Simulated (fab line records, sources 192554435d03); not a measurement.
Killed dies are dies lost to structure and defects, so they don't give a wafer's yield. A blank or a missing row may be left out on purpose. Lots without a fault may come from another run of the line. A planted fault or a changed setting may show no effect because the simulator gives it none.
Split-lot experiment | flow n5_finfet | 7 lots, 39 wafers read, on a route of 1938 steps

THE SPLIT
At N5_BEOL_M12_DEP_53 (deposits SiCN from 3MS/NH3, target thk 30 nm, time 10.5 s), the setting target_thk_a was moved away from the recipe's 300 angstrom on 12 of the 39 wafers read, by -55.8% to +33.9%. The other wafers ran this setting at the recipe's value.

The reading is taken at the split's own step.

THE READING
SiCN_of_BEOL_M12_DEP_53.thk_nm (the simulator's own value, which no gauge read), in nm, at N5_BEOL_M12_DEP_53 (deposits SiCN from 3MS/NH3, target thk 30 nm, time 10.5 s). The file gives no usual value for it. The 27 wafers here that ran the recipe average 30.0 nm, standard deviation 0.35 nm.

wafer  | tool, chamber at the split | target_thk_a as run, angstrom | against the recipe | SiCN_of_BEOL_M12_DEP_53.thk_nm, nm | against lot-mates on the recipe
L076.1 | pecvd-01, 0                | 300                           | recipe             | 29.4                               | -
L076.2 | pecvd-01, 1,2              | 401.6                         | +33.9%             | 40                                 | +10.1
L076.3 | pecvd-01, 1,2              | 401.6                         | +33.9%             | 40                                 | +10.1
L076.4 | pecvd-01, 1                | 401.6                         | +33.9%             | 40.6                               | +10.7
L076.5 | pecvd-01, 2                | 300                           | recipe             | 30.2                               | -
L076.6 | pecvd-01, 0                | 300                           | recipe             | 30                                 | -
L079.1 | pecvd-03, 0,1              | 300                           | recipe             | 29.8                               | -
L079.2 | pecvd-03, 0,1              | 300                           | recipe             | 29.8                               | -
L079.3 | pecvd-03, 2                | 300                           | recipe             | 29.4                               | -
L079.4 | pecvd-03, 1,0,2            | 300                           | recipe             | 30.2                               | -
L079.5 | pecvd-03, 1,0,2            | 300                           | recipe             | 30.2                               | -
L079.6 | pecvd-03, 1,0,2            | 300                           | recipe             | 30.2                               | -
L080.1 | pecvd-04, 0,1              | 368.5                         | +22.8%             | 36.6                               | +6.5
L080.2 | pecvd-04, 0,1              | 368.5                         | +22.8%             | 36.6                               | +6.5
L080.3 | pecvd-04, 2                | 300                           | recipe             | 29.6                               | -
L080.4 | pecvd-04, 1                | 368.5                         | +22.8%             | 37.6                               | +7.5
L080.5 | pecvd-04, 2,0              | 300                           | recipe             | 30.4                               | -
L080.6 | pecvd-04, 2,0              | 300                           | recipe             | 30.4                               | -
L084.1 | pecvd-03, 0                | 300                           | recipe             | 30                                 | -
L084.5 | pecvd-03, 0                | 300                           | recipe             | 30                                 | -
L084.6 | pecvd-03, 2                | 300                           | recipe             | 29.8                               | -
L082.1 | pecvd-03, 0,1              | 300                           | recipe             | 30.4                               | -
L082.3 | pecvd-03, 0,1              | 300                           | recipe             | 30.4                               | -
L082.2 | pecvd-03, 2                | 300                           | recipe             | 30                                 | -
L082.6 | pecvd-03, 2                | 300                           | recipe             | 30                                 | -
L082.4 | pecvd-03, 1,0              | 300                           | recipe             | 30.6                               | -
L082.5 | pecvd-03, 1,0              | 300                           | recipe             | 30.6                               | -
L086.1 | pecvd-01, 1                | 300                           | recipe             | 30.2                               | -
L086.2 | pecvd-01, 2                | 300                           | recipe             | 29.4                               | -
L086.3 | pecvd-01, 0                | 132.7                         | -55.8%             | 12.8                               | -17.0
L086.4 | pecvd-01, 0                | 300                           | recipe             | 29.8                               | -
L086.5 | pecvd-01, 1                | 132.7                         | -55.8%             | 13.2                               | -16.6
L086.6 | pecvd-01, 2                | 132.7                         | -55.8%             | 13.4                               | -16.4
L092.1 | pecvd-03, 2                | 200.2                         | -33.3%             | 19                                 | -10.7
L092.2 | pecvd-03, 0                | 200.2                         | -33.3%             | 19.2                               | -10.5
L092.3 | pecvd-03, 0                | 200.2                         | -33.3%             | 19.6                               | -10.1
L092.4 | pecvd-03, 2                | 300                           | recipe             | 29.6                               | -
L092.6 | pecvd-03, 2                | 300                           | recipe             | 29.6                               | -
L092.5 | pecvd-03, 0                | 300                           | recipe             | 29.8                               | -
Where a row lists several chambers, the file gives one row for several wafers and doesn't say which wafer went through which chamber.

THE FIT
A straight line over all 39 wafers: SiCN_of_BEOL_M12_DEP_53.thk_nm changes by +0.306 nm for each +1% of target_thk_a; r = +1.00; the points scatter about the line by 0.39 nm.
The same after taking each lot's own level away (the mean of its wafers on the recipe; 39 wafers): +0.303 nm for each +1%; r = +1.00; scatter 0.32 nm.
On that fit, the largest move of target_thk_a shifts the reading by 17 nm.
The lots' own levels span 29.67 to 30.33 nm, that is 1.9 times the standard deviation above.
So the lot-to-lot level changes the slope little: the two slopes agree.
Check: with one of the wafers moved furthest among these (-55.8%) left out of the fit, the line predicts -16.9 nm for it against its lot-mates. It came out at -17 nm against them.

OTHER SPLITS ON THESE WAFERS
These wafers also went through other splits before the reading. Each is held against what the fit with the lots' levels taken away leaves over:
other split on the same wafers        | wafers away from the commonest value | r with SiCN_of_BEOL_M12_DEP_53.thk_nm (lot level and that fit taken away)
N5_BEOL_M2_ILD_DEP_00 target_thk_a    | 15                                   | -0.26
N5_BEOL_M3_ILD_DEP_00 time_s          | 15                                   | +0.05
N5_BEOL_M6_DESCUM_33 time_s           | 12                                   | +0.15
N5_BEOL_M9_VIA_ETCH_34 target_depth_a | 9                                    | -0.20

THE FILE'S OWN FIT
SiCN_of_BEOL_M12_DEP_53.thk_nm changes by +0.303 nm for each +1% of target_thk_a, r = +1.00.
